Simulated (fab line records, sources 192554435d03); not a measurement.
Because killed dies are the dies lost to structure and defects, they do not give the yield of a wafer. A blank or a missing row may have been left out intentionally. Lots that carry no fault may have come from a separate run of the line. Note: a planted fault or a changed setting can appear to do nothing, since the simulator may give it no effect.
fab line records	flow n5_finfet
record lots=7	wafers=21
route steps=1938 shown BEOL_M7@1267 BEOL_M8@1332 BEOL_M9@1401 BEOL_M10@1474
start_h: start of the lot's first displayed wafer, in hours after the record's first day	wait_h: hours elapsed since this lot's preceding step	" the same as in the row above	L1.1+2: a single row standing in for several wafers	- no value, or no start given	* or withheld: withheld	< > ~ a bound
route shown NAME@n: names a module that has steps shown in the file, with the first one's number in the route	usual: the fault-free wafers' mean and standard deviation	same: alike in all rows	chamber/n: place in a boat	sites: per-site readings	_std_site: the standard deviation of these	_edge_site: the outer-site mean with the inner-site mean subtracted	radius_mm: for every site, how far away it sits from the centre of the wafer	mask NAME#n: copy n	behind: the tool/chamber that last shaped the wafer	hold: why the lot was held/for how many hours/how that ended	device: whichever transistor did not switch (one of n, p or np)	end of line: the same wafers' tests at the end of the route	step lacking rows: just its recipe	killed: the dies lost at the first sort to structure and to defects; this is not the yield of the wafer	map: per-die view of a wafer (x killed, . not killed, _ where there is no die)
set.NAME: the setting as run; set.NAME@STEP: as run at that earlier step	model.NAME: the simulator's own value behind a step, which no gauge read
one table per step and one row per wafer, for lots whose settings were changed on purpose
## steps
# step N5_BEOL_M7_HM_DEP_02
# recipe material=TiN	target_thk_a=200	temp_c=25	chamber_pressure_pa=0.49996
lot.wafer	tool	chamber	start_h	wait_h	set.target_thk_a	model.TiN_of_BEOL_M7_HM_DEP_02.thk_nm
L077.1+5	pvd_sputter-01	-	205.78	0.1	200	20
L077.4	"	-	"	"	200	20.2
L075.2	pvd_sputter-01	-	219.25	2.3	200	20.4
L075.3	"	-	"	"	200	20.2
L075.6	"	-	"	"	200	20
L082.2	pvd_sputter-01	-	248.19	0.2	200	19.8
L082.4	"	-	"	"	200	19.6
L082.5	"	-	"	"	200	20.2
L083.2	pvd_sputter-02	-	254.45	0.6	200	20.4
L083.3	"	-	"	"	220.2	22
L083.6	"	-	"	"	200	19.6
L088.1	pvd_sputter-03	-	283.85	0.7	207.6	21.2
L088.2+6	"	-	"	"	200	20.2
L089.1	pvd_sputter-03	-	287.41	0.3	200	20.2
L089.3	"	-	"	"	209.9	21.2
L089.4	"	-	"	"	209.9	21
L097.2	pvd_sputter-01	-	367.91	0.1	207.1	21.2
L097.4+5	"	-	"	"	200	19.8
# step N5_BEOL_M7_COAT_59
# recipe resist=SOC	temp_c=250	time_s=60	spin_rpm=1500	resist_thk_nm=100
# step N5_BEOL_M7_COAT_60
# recipe resist=SiARC	temp_c=220	time_s=60	spin_rpm=1500	resist_thk_nm=35
# step N5_BEOL_M7_STRIP_68
# recipe chemistry=N2/H2	temp_c=40	n2_flow_sccm=200	h2_flow_sccm=200	rf_frequency_hz=6e+07
# step N5_BEOL_M7_STRIP_67
# recipe chemistry=CF4	resist=SiARC	power_w=300	bias_power_w=75	pressure_mtorr=50	cf4_flow_sccm=150	rf_frequency_hz=6e+07
# step N5_BEOL_M7_HM_OPEN_17
# recipe chemistry=Cl2/BCl3	target_depth_a=200	overetch_a=60	target=TiN	mask_material=SOC	ion_energy_ev=150	pressure_mtorr=10	icp_w=1000	bias_w=126	Cl2_flow_sccm=53.25	bcl3_flow_sccm=21.75	Ar_flow_sccm=25
lot.wafer	tool	chamber	start_h	wait_h	set.target_thk_a@BEOL_M7_HM_DEP_02	model.etch.depth_nm
L077.1	rie_metal-02	1	207.19	0.0	200	20.09
L077.4	"	1	"	"	200	20.21
L077.5	"	1	"	"	200	20.07
L075.2	rie_metal-02	1	220.19	0.0	200	20.32
L075.3	"	1	"	"	200	20.22
L075.6	"	1	"	"	200	20.05
L082.2	rie_metal-02	0	249.22	0.0	200	19.83
L082.4	"	1	"	"	200	19.69
L082.5	"	1	"	"	200	20.16
L083.2	rie_metal-02	0	255.30	0.0	200	20.37
L083.3	"	0	"	"	220.2	21.98
L083.6	"	0	"	"	200	19.55
L088.1	rie_metal-03	1	284.72	0.0	207.6	21.28
L088.2	"	0	"	"	200	20.11
L088.6	"	1	"	"	200	20.16
L089.1	rie_metal-01	0	288.19	0.0	200	20.23
L089.3	"	1	"	"	209.9	21.13
L089.4	"	0	"	"	209.9	21.1
L097.2	rie_metal-03	0	368.65	0.0	207.1	21.11
L097.4	"	0	"	"	200	19.9
L097.5	"	0	"	"	200	19.85
# step N5_BEOL_M7_STRIP_19
# recipe chemistry=O2	power_w=400	temp_c=40	pressure_mtorr=30	rf_frequency_hz=6e+07	bias_power_w=0	overash_fraction=0.2	o2_flow_sccm=225
# step N5_BEOL_M7_STRIP_76
# recipe chemistry=C4F6/O2	resist=SiARC	rf_frequency_hz=6e+07
# step N5_BEOL_M7_STRIP_36
# recipe chemistry=N2/H2	power_w=450	temp_c=40	pressure_mtorr=20	rf_frequency_hz=6e+07	overash_fraction=0.3	bias_power_w=7	h2_frac=0.5	n2_flow_sccm=200	h2_flow_sccm=200
# step N5_BEOL_M7_TRENCH_ETCH_37
# recipe chemistry=C4F6/O2	target_depth_a=934.78	target=SiCOH_lowk	time_s=31.2	ion_energy_ev=250	pressure_mtorr=30	source_w=345	bias_w=185	Ar_flow_sccm=300	C4F6_flow_sccm=10	O2_flow_sccm=10
lot.wafer	tool	chamber	start_h	wait_h	set.target_thk_a@BEOL_M7_HM_DEP_02	model.TiN_of_BEOL_M7_HM_DEP_02.thk_nm
L077.1+5	rie_diel-03	2,0	-	-	200	17.4
L077.4	"	3	"	"	200	17.6
L075.2	rie_diel-05	1	-	-	200	17.6
L075.3+6	"	2,3	"	"	200	17.4
L082.2+4	rie_diel-04	2,1	-	-	200	17.2
L082.5	"	0	"	"	200	17.4
L083.2	rie_diel-05	3	-	-	200	17.6
L083.3	"	2	"	"	220.2	19.2
L083.6	"	0	"	"	200	17
L088.1	rie_diel-03	2	-	-	207.6	18.4
L088.2+6	"	1,3	"	"	200	17.4
L089.1	rie_diel-05	3	-	-	200	17.6
L089.3+4	"	1,2	"	"	209.9	18.4
L097.2	rie_diel-03	1	-	-	207.1	18.6
L097.4+5	"	0	"	"	200	17.2
# step N5_BEOL_M8_ILD_DEP_00
# recipe material=SiCOH_lowk	target_thk_a=1797.5	temp_c=300	precursor=DEMS/porogen	pressure_torr=5	rf_w=500	time_s=33.4
lot.wafer	tool	chamber	start_h	wait_h	set.time_s	model.SiCOH_lowk_of_BEOL_M8_ILD_DEP_00.thk_nm
L077.1	pecvd-02	2	213.03	0.0	33.4	180.6
L077.4	"	0	"	"	33.4	182.4
L077.5	"	2	"	"	33.4	183.6
L075.2	pecvd-02	2	224.35	0.0	30.61	161.2
L075.3	"	1	"	"	30.61	166.4
L075.6	"	1	"	"	33.4	180.8
L082.2	pecvd-01	1	254.84	0.0	33.4	179.8
L082.4+5	"	0,2	"	"	33.4	181.6
L083.2	pecvd-01	1	261.48	0.0	29.09	156
L083.3	"	0	"	"	29.09	155.8
L083.6	"	1	"	"	33.4	178.6
L088.1	pecvd-01	2	292.63	0.0	33.4	177.4
L088.2	"	0	"	"	33.4	176.8
L088.6	"	1	"	"	33.4	180.6
L089.1	pecvd-03	1	296.61	0.0	33.4	177.2
L089.3	"	2	"	"	33.4	180.2
L089.4	"	1	"	"	33.4	181.8
L097.2	pecvd-03	1	372.98	0.0	36.06	191.4
L097.4	"	1	"	"	33.4	177.4
L097.5	"	2	"	"	36.06	194
# step N5_BEOL_M8_CURE_74
# recipe temp_c=385	time_s=240	ambient=He/Ar	material=SiCOH_lowk
lot.wafer	tool	chamber	start_h	wait_h	set.time_s@BEOL_M8_ILD_DEP_00	model.SiCOH_lowk_of_BEOL_M8_ILD_DEP_00.thk_nm
L077.1	uv_cure-03	2	215.16	2.1	33.4	155.8
L077.4	"	2	"	"	33.4	157.2
L077.5	"	2	"	"	33.4	158.4
L075.2	uv_cure-01	1	224.50	0.1	30.61	139
L075.3	"	1	"	"	30.61	143.4
L075.6	"	1	"	"	33.4	155.8
L082.2	uv_cure-01	2	254.98	0.1	33.4	155
L082.4+5	"	2	"	"	33.4	156.6
L083.2+3	uv_cure-02	1	261.63	0.1	29.09	134.2
L083.6	"	1	"	"	33.4	154
L088.1	uv_cure-01	1	292.69	0.0	33.4	153
L088.2	"	1	"	"	33.4	152.4
L088.6	"	1	"	"	33.4	155.6
L089.1	uv_cure-03	2	296.68	0.0	33.4	152.8
L089.3	"	2	"	"	33.4	155.4
L089.4	"	2	"	"	33.4	156.8
L097.2	uv_cure-03	1	373.13	0.1	36.06	165.2
L097.4	"	1	"	"	33.4	153
L097.5	"	1	"	"	36.06	167.4
# step N5_BEOL_M8_THK_MEAS_01
# recipe reads=SiCOH_lowk_of_BEOL_M8_ILD_DEP_00
# usual M8_ILD_THK=154.8/1.8
lot.wafer	tool	chamber	start_h	wait_h	set.time_s@BEOL_M8_ILD_DEP_00	M8_ILD_THK[nm]
L077.1	film_metro-02	-	215.67	0.4	33.4	155.8
L077.4	"	-	"	"	33.4	157.2
L077.5	"	-	"	"	33.4	158.4
L075.2	film_metro-01	-	224.94	0.4	30.61	138.9
L075.3	"	-	"	"	30.61	143.5
L075.6	"	-	"	"	33.4	155.8
L082.2	film_metro-02	-	255.42	0.4	33.4	154.9
L082.4	"	-	"	"	33.4	156.5
L082.5	"	-	"	"	33.4	156.7
L083.2	film_metro-02	-	262.06	0.4	29.09	134.3
L083.3	"	-	"	"	29.09	134.2
L083.6	"	-	"	"	33.4	154.0
L088.1	film_metro-01	-	293.69	0.8	33.4	153.1
L088.2	"	-	"	"	33.4	152.4
L088.6	"	-	"	"	33.4	155.6
L089.1	film_metro-01	-	297.20	0.4	33.4	152.8
L089.3	"	-	"	"	33.4	155.2
L089.4	"	-	"	"	33.4	156.8
L097.2	film_metro-01	-	373.56	0.4	36.06	165.2
L097.4	"	-	"	"	33.4	153.0
L097.5	"	-	"	"	36.06	167.5
# step N5_BEOL_M8_HM_DEP_02
# recipe material=TiN	target_thk_a=200	temp_c=25	chamber_pressure_pa=0.49996
lot.wafer	tool	chamber	start_h	wait_h	set.target_thk_a	model.TiN_of_BEOL_M8_HM_DEP_02.thk_nm
L077.1	pvd_sputter-02	-	216.36	0.6	200	20.2
L077.4	"	-	"	"	200	20
L077.5	"	-	"	"	200	19.8
L075.2+3+6	pvd_sputter-03	-	226.47	1.5	224.2	22.2
L082.2+4	pvd_sputter-01	-	257.68	2.2	200	20
L082.5	"	-	"	"	200	19.8
L083.2	pvd_sputter-01	-	264.14	2.0	200	20
L083.3	"	-	"	"	213.5	21.6
L083.6	"	-	"	"	200	19.8
L088.1+6	pvd_sputter-02	-	293.78	0.0	207.8	20.8
L088.2	"	-	"	"	200	20
L089.1	pvd_sputter-01	-	297.75	0.5	200	19.8
L089.3	"	-	"	"	200	20
L089.4	"	-	"	"	208.4	20.4
L097.2+4	pvd_sputter-01	-	374.39	0.8	174.1	17.6
L097.5	"	-	"	"	200	20.2
# step N5_BEOL_M8_COAT_59
# recipe resist=SOC	temp_c=250	time_s=60	spin_rpm=1500	resist_thk_nm=100
# step N5_BEOL_M8_COAT_60
# recipe resist=SiARC	temp_c=220	time_s=60	spin_rpm=1500	resist_thk_nm=35
# step N5_BEOL_M8_STRIP_68
# recipe chemistry=N2/H2	temp_c=40	n2_flow_sccm=200	h2_flow_sccm=200	rf_frequency_hz=6e+07
# step N5_BEOL_M8_STRIP_67
# recipe chemistry=CF4	resist=SiARC	power_w=300	bias_power_w=75	pressure_mtorr=50	cf4_flow_sccm=150	rf_frequency_hz=6e+07
# step N5_BEOL_M8_HM_OPEN_17
# recipe chemistry=Cl2/BCl3	target_depth_a=200	overetch_a=60	target=TiN	mask_material=SOC	ion_energy_ev=150	pressure_mtorr=10	icp_w=1000	bias_w=126	Cl2_flow_sccm=53.25	bcl3_flow_sccm=21.75	Ar_flow_sccm=25
lot.wafer	tool	chamber	start_h	wait_h	set.target_thk_a@BEOL_M8_HM_DEP_02	model.etch.depth_nm
L077.1	rie_metal-03	0	217.41	0.0	200	20.17
L077.4	"	1	"	"	200	19.96
L077.5	"	0	"	"	200	19.79
L075.2	rie_metal-03	0	227.22	0.0	224.2	22.27
L075.3	"	1	"	"	224.2	22.19
L075.6	"	1	"	"	224.2	22.23
L082.2	rie_metal-03	0	258.59	0.1	200	20
L082.4	"	0	"	"	200	19.97
L082.5	"	0	"	"	200	19.74
L083.2	rie_metal-01	1	264.88	0.0	200	20.08
L083.3	"	1	"	"	213.5	21.51
L083.6	"	0	"	"	200	19.79
L088.1	rie_metal-03	0	295.03	0.0	207.8	20.86
L088.2	"	1	"	"	200	20.01
L088.6	"	0	"	"	207.8	20.87
L089.1	rie_metal-01	0	298.84	0.0	200	19.76
L089.3	"	0	"	"	200	19.94
L089.4	"	1	"	"	208.4	20.32
L097.2	rie_metal-02	0	375.13	0.0	174.1	17.64
L097.4	"	1	"	"	174.1	17.61
L097.5	"	0	"	"	200	20.28
# step N5_BEOL_M9_ILD_DEP_00
# recipe material=SiCOH_lowk	target_thk_a=3085.1	temp_c=300	precursor=DEMS/porogen	pressure_torr=5	rf_w=500	time_s=58
lot.wafer	tool	chamber	start_h	wait_h	set.time_s	model.SiCOH_lowk_of_BEOL_M9_ILD_DEP_00.thk_nm
L077.1	pecvd-03	2	222.85	0.0	58	305
L077.4	"	0	"	"	58	310.8
L077.5	"	1	"	"	58	309.6
L075.2	pecvd-01	1	234.01	0.0	50.89	271.6
L075.3	"	0	"	"	58	303.2
L075.6	"	2	"	"	58	310.2
L082.2	pecvd-04	2	266.43	0.0	50.45	268
L082.4	"	0	"	"	50.45	271.6
L082.5	"	2	"	"	58	309.2
L083.2	pecvd-01	1	273.71	0.0	58	308.2
L083.3	"	0	"	"	58	302.2
L083.6	"	0	"	"	64.39	339.4
L088.1	pecvd-04	2	301.58	0.0	58	302.8
L088.2	"	1	"	"	58	307.6
L088.6	"	0	"	"	58	313.2
L089.1	pecvd-01	2	306.97	0.0	58	310
L089.3	"	0	"	"	58	305.4
L089.4	"	0	"	"	52.57	285
L097.2	pecvd-03	2	378.80	0.0	58	308.4
L097.4	"	2	"	"	58	310.6
L097.5	"	1	"	"	58	312.4
# step N5_BEOL_M9_CURE_71
# recipe temp_c=385	time_s=240	ambient=He/Ar	material=SiCOH_lowk
lot.wafer	tool	chamber	start_h	wait_h	set.time_s@BEOL_M9_ILD_DEP_00	model.SiCOH_lowk_of_BEOL_M9_ILD_DEP_00.thk_nm
L077.1	uv_cure-01	2	223.26	0.4	58	264.8
L077.4	"	2	"	"	58	270
L077.5	"	2	"	"	58	269
L075.2	uv_cure-03	1	234.86	0.8	50.89	235.4
L075.3	"	1	"	"	58	263.4
L075.6	"	1	"	"	58	269.6
L082.2	uv_cure-03	2	266.59	0.1	50.45	232.2
L082.4	"	2	"	"	50.45	235.4
L082.5	"	2	"	"	58	268.6
L083.2	uv_cure-03	1	273.86	0.1	58	267.6
L083.3	"	1	"	"	58	262.4
L083.6	"	1	"	"	64.39	295.4
L088.1	uv_cure-01	2	301.65	0.0	58	263
L088.2	"	2	"	"	58	267.2
L088.6	"	2	"	"	58	272.2
L089.1	uv_cure-02	2	307.05	0.0	58	269.2
L089.3	"	2	"	"	58	265.2
L089.4	"	2	"	"	52.57	247.2
L097.2	uv_cure-01	1	378.95	0.1	58	267.8
L097.4	"	1	"	"	58	270
L097.5	"	1	"	"	58	271.4
# step N5_BEOL_M9_THK_MEAS_01
# recipe reads=SiCOH_lowk_of_BEOL_M9_ILD_DEP_00
# usual M9_ILD_THK=267/3.2
lot.wafer	tool	chamber	start_h	wait_h	set.time_s@BEOL_M9_ILD_DEP_00	M9_ILD_THK[nm]
L077.1	film_metro-01	-	223.77	0.4	58	265
L077.4	"	-	"	"	58	270
L077.5	"	-	"	"	58	269
L075.2	film_metro-01	-	235.29	0.4	50.89	235
L075.3	"	-	"	"	58	263
L075.6	"	-	"	"	58	270
L082.2	film_metro-01	-	267.02	0.4	50.45	232
L082.4	"	-	"	"	50.45	235
L082.5	"	-	"	"	58	269
L083.2	film_metro-02	-	274.34	0.4	58	268
L083.3	"	-	"	"	58	262
L083.6	"	-	"	"	64.39	295
L088.1	film_metro-02	-	302.65	0.8	58	263
L088.2	"	-	"	"	58	267
L088.6	"	-	"	"	58	272
L089.1	film_metro-01	-	307.56	0.4	58	269
L089.3	"	-	"	"	58	265
L089.4	"	-	"	"	52.57	247
L097.2	film_metro-02	-	379.39	0.4	58	268
L097.4	"	-	"	"	58	270
L097.5	"	-	"	"	58	271
# step N5_BEOL_M9_COAT_05
# recipe resist=CAR-ArF	spin_rpm=1500	resist_thk_nm=90
lot.wafer	tool	chamber	start_h	wait_h	set.spin_rpm	model.CAR-ArF_of_BEOL_M9_COAT_05.thk_nm
L077.1	litho_track-04	0	-	-	1500	89.8
L077.4	"	0	"	"	1500	90.2
L077.5	"	0	"	"	1500	90
L075.2	litho_track-04	0	-	-	1456	91.2
L075.3	"	0	"	"	1500	89.6
L075.6	"	0	"	"	1500	90
L082.2+4+5	litho_track-04	0	-	-	1548	88.4
L083.2	litho_track-04	0	-	-	1500	90
L083.3	"	0	"	"	1642	85.8
L083.6	"	0	"	"	1642	86.2
L088.1	litho_track-01	0	-	-	1598	86.8
L088.2	"	0	"	"	1500	89.8
L088.6	"	0	"	"	1500	90
L089.1+4	litho_track-01	0	-	-	1500	89.6
L089.3	"	0	"	"	1500	89.8
L097.2	litho_track-03	0	-	-	1500	89.6
L097.4+5	"	0	"	"	1401	92.8
# step N5_BEOL_M9_DEP_56
# recipe material=SiCN	target_thk_a=150	temp_c=withheld	precursor=3MS/NH3	pressure_torr=3	rf_w=202	time_s=26.5
lot.wafer	tool	chamber	start_h	wait_h	set.time_s	model.SiCN_of_BEOL_M9_DEP_56.thk_nm
L077.1+5	pecvd-04	0,1	233.78	0.0	26.5	15.2
L077.4	"	2	"	"	26.5	15.4
L075.2	pecvd-01	1	244.39	0.0	26.5	14.4
L075.3	"	0	"	"	26.5	14.8
L075.6	"	0	"	"	28.88	16.6
L082.2	pecvd-04	0	276.90	0.0	26.5	15
L082.4	"	0	"	"	26.5	15.2
L082.5	"	1	"	"	26.5	14.8
L083.2+3	pecvd-04	0,2	281.42	0.0	28.2	15.8
L083.6	"	2	"	"	28.2	16
L088.1	pecvd-03	0	308.64	0.0	26.5	15.2
L088.2	"	1	"	"	26.5	14.8
L088.6	"	2	"	"	24.74	14.4
L089.1+3	pecvd-04	1	312.33	0.0	26.5	15.2
L089.4	"	0	"	"	29.32	16.8
L097.2	pecvd-04	0	388.37	0.0	26.5	15
L097.4+5	"	2,1	"	"	26.5	15.2
# step N5_BEOL_M10_HM_DEP_02
# recipe material=TiN	target_thk_a=200	temp_c=25	chamber_pressure_pa=0.49996
lot.wafer	tool	chamber	start_h	wait_h	set.target_thk_a	model.TiN_of_BEOL_M10_HM_DEP_02.thk_nm
L077.1	pvd_sputter-02	-	235.02	0.5	200	20.4
L077.4	"	-	"	"	200	20.2
L077.5	"	-	"	"	200	20.6
L075.2	pvd_sputter-03	-	247.47	2.3	200	20
L075.3+6	"	-	"	"	200	20.2
L082.2	pvd_sputter-02	-	278.67	1.0	200	20
L082.4+5	"	-	"	"	211.2	21.4
L083.2	pvd_sputter-01	-	283.72	1.5	185.9	18.8
L083.3	"	-	"	"	200	20.2
L083.6	"	-	"	"	185.9	18.6
L088.1+2	pvd_sputter-02	-	310.43	0.3	200	20.2
L088.6	"	-	"	"	200	20.6
L089.1+3+4	pvd_sputter-01	-	315.07	1.9	200	20
L097.2	pvd_sputter-03	-	391.35	2.2	181.9	18.2
L097.4	"	-	"	"	181.9	18
L097.5	"	-	"	"	200	19.8
# step N5_BEOL_M10_COAT_59
# recipe resist=SOC	temp_c=250	time_s=60	spin_rpm=1500	resist_thk_nm=100
# step N5_BEOL_M10_COAT_60
# recipe resist=SiARC	temp_c=220	time_s=60	spin_rpm=1500	resist_thk_nm=30
# step N5_BEOL_M10_STRIP_68
# recipe chemistry=N2/H2	temp_c=40	n2_flow_sccm=200	h2_flow_sccm=200	rf_frequency_hz=6e+07
# step N5_BEOL_M10_STRIP_67
# recipe chemistry=CF4	resist=SiARC	power_w=300	bias_power_w=75	pressure_mtorr=50	cf4_flow_sccm=150	rf_frequency_hz=6e+07
# step N5_BEOL_M10_HM_OPEN_17
# recipe chemistry=Cl2/BCl3	target_depth_a=200	overetch_a=60	target=TiN	mask_material=SOC	ion_energy_ev=150	pressure_mtorr=10	icp_w=1000	bias_w=126	Cl2_flow_sccm=53.25	bcl3_flow_sccm=21.75	Ar_flow_sccm=25
lot.wafer	tool	chamber	start_h	wait_h	set.target_thk_a@BEOL_M10_HM_DEP_02	model.etch.depth_nm
L077.1	rie_metal-01	1	235.75	0.0	200	20.34
L077.4	"	0	"	"	200	20.16
L077.5	"	0	"	"	200	20.5
L075.2	rie_metal-03	0	248.36	0.1	200	19.95
L075.3	"	0	"	"	200	20.14
L075.6	"	0	"	"	200	20.11
L082.2	rie_metal-01	0	279.55	0.0	200	19.98
L082.4	"	0	"	"	211.2	21.46
L082.5	"	1	"	"	211.2	21.44
L083.2	rie_metal-01	0	284.57	0.0	185.9	18.71
L083.3	"	1	"	"	200	20.16
L083.6	"	1	"	"	185.9	18.56
L088.1	rie_metal-01	0	311.28	0.0	200	20.27
L088.2	"	1	"	"	200	20.13
L088.6	"	1	"	"	200	20.53
L089.1	rie_metal-03	1	316.18	0.0	200	20.02
L089.3	"	1	"	"	200	20.09
L089.4	"	0	"	"	200	19.92
L097.2	rie_metal-02	0	392.09	0.0	181.9	18.12
L097.4	"	1	"	"	181.9	17.92
L097.5	"	1	"	"	200	19.77
# step N5_BEOL_M10_STRIP_19
# recipe chemistry=O2	power_w=400	temp_c=40	pressure_mtorr=30	rf_frequency_hz=6e+07	bias_power_w=0	overash_fraction=0.2	o2_flow_sccm=225
# step N5_BEOL_M10_STRIP_73
# recipe chemistry=C4F6/O2	resist=SiARC	rf_frequency_hz=6e+07
# step N5_BEOL_M10_STRIP_36
# recipe chemistry=N2/H2	power_w=450	temp_c=40	pressure_mtorr=20	rf_frequency_hz=6e+07	overash_fraction=0.3	bias_power_w=7	h2_frac=0.5	n2_flow_sccm=200	h2_flow_sccm=200
# step N5_BEOL_M10_TRENCH_ETCH_37
# recipe chemistry=C4F6/O2	target_depth_a=1488.3	target=SiCOH_lowk	time_s=48	ion_energy_ev=250	pressure_mtorr=30	source_w=345	bias_w=185	Ar_flow_sccm=300	C4F6_flow_sccm=10	O2_flow_sccm=10
lot.wafer	tool	chamber	start_h	wait_h	set.target_thk_a@BEOL_M10_HM_DEP_02	model.TiN_of_BEOL_M10_HM_DEP_02.thk_nm
L077.1+4	rie_diel-02	3,0	-	-	200	16.2
L077.5	"	2	"	"	200	16.4
L075.2+3	rie_diel-06	2,1	-	-	200	15.8
L075.6	"	3	"	"	200	16
L082.2	rie_diel-01	2	-	-	200	16
L082.4+5	"	3	"	"	211.2	17.2
L083.2+6	rie_diel-01	3,0	-	-	185.9	14.4
L083.3	"	1	"	"	200	16
L088.1+2	rie_diel-02	1,0	-	-	200	16.2
L088.6	"	0	"	"	200	16.6
L089.1	rie_diel-01	2	-	-	200	16
L089.3+4	"	3,1	"	"	200	15.8
L097.2	rie_diel-06	0	-	-	181.9	14
L097.4	"	1	"	"	181.9	13.8
L097.5	"	2	"	"	200	15.6
## key
split step=N5_BEOL_M7_HM_DEP_02	setting=target_thk_a	stated=200	by=wafer
response step=N5_BEOL_M7_HM_DEP_02	reading=model.TiN_of_BEOL_M7_HM_DEP_02.thk_nm	change=+0.218	per=1%	r=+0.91
response step=N5_BEOL_M7_HM_OPEN_17	reading=model.etch.depth_nm	change=+0.218	per=1%	r=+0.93
response step=N5_BEOL_M7_TRENCH_ETCH_37	reading=model.TiN_of_BEOL_M7_HM_DEP_02.thk_nm	change=+0.208	per=1%	r=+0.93
split step=N5_BEOL_M8_ILD_DEP_00	setting=time_s	stated=33.4	by=wafer
response step=N5_BEOL_M8_ILD_DEP_00	reading=model.SiCOH_lowk_of_BEOL_M8_ILD_DEP_00.thk_nm	change=+1.86	per=1%	r=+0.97
response step=N5_BEOL_M8_CURE_74	reading=model.SiCOH_lowk_of_BEOL_M8_ILD_DEP_00.thk_nm	change=+1.61	per=1%	r=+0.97
response step=N5_BEOL_M8_THK_MEAS_01	reading=M8_ILD_THK	change=+1.61	per=1%	r=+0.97
split step=N5_BEOL_M8_HM_DEP_02	setting=target_thk_a	stated=200	by=wafer
response step=N5_BEOL_M8_HM_DEP_02	reading=model.TiN_of_BEOL_M8_HM_DEP_02.thk_nm	change=+0.205	per=1%	r=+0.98
response step=N5_BEOL_M8_HM_OPEN_17	reading=model.etch.depth_nm	change=+0.205	per=1%	r=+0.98
split step=N5_BEOL_M9_ILD_DEP_00	setting=time_s	stated=58	by=wafer
response step=N5_BEOL_M9_ILD_DEP_00	reading=model.SiCOH_lowk_of_BEOL_M9_ILD_DEP_00.thk_nm	change=+2.9	per=1%	r=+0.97
response step=N5_BEOL_M9_CURE_71	reading=model.SiCOH_lowk_of_BEOL_M9_ILD_DEP_00.thk_nm	change=+2.57	per=1%	r=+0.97
response step=N5_BEOL_M9_THK_MEAS_01	reading=M9_ILD_THK	change=+2.57	per=1%	r=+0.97
split step=N5_BEOL_M9_COAT_05	setting=spin_rpm	stated=1500	by=wafer
response step=N5_BEOL_M9_COAT_05	reading=model.CAR-ArF_of_BEOL_M9_COAT_05.thk_nm	change=-0.452	per=1%	r=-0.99
split step=N5_BEOL_M9_DEP_56	setting=time_s	stated=26.5	by=wafer
response step=N5_BEOL_M9_DEP_56	reading=model.SiCN_of_BEOL_M9_DEP_56.thk_nm	change=+0.164	per=1%	r=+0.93
split step=N5_BEOL_M10_HM_DEP_02	setting=target_thk_a	stated=200	by=wafer
response step=N5_BEOL_M10_HM_DEP_02	reading=model.TiN_of_BEOL_M10_HM_DEP_02.thk_nm	change=+0.207	per=1%	r=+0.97
response step=N5_BEOL_M10_HM_OPEN_17	reading=model.etch.depth_nm	change=+0.214	per=1%	r=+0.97
response step=N5_BEOL_M10_TRENCH_ETCH_37	reading=model.TiN_of_BEOL_M10_HM_DEP_02.thk_nm	change=+0.205	per=1%	r=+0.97
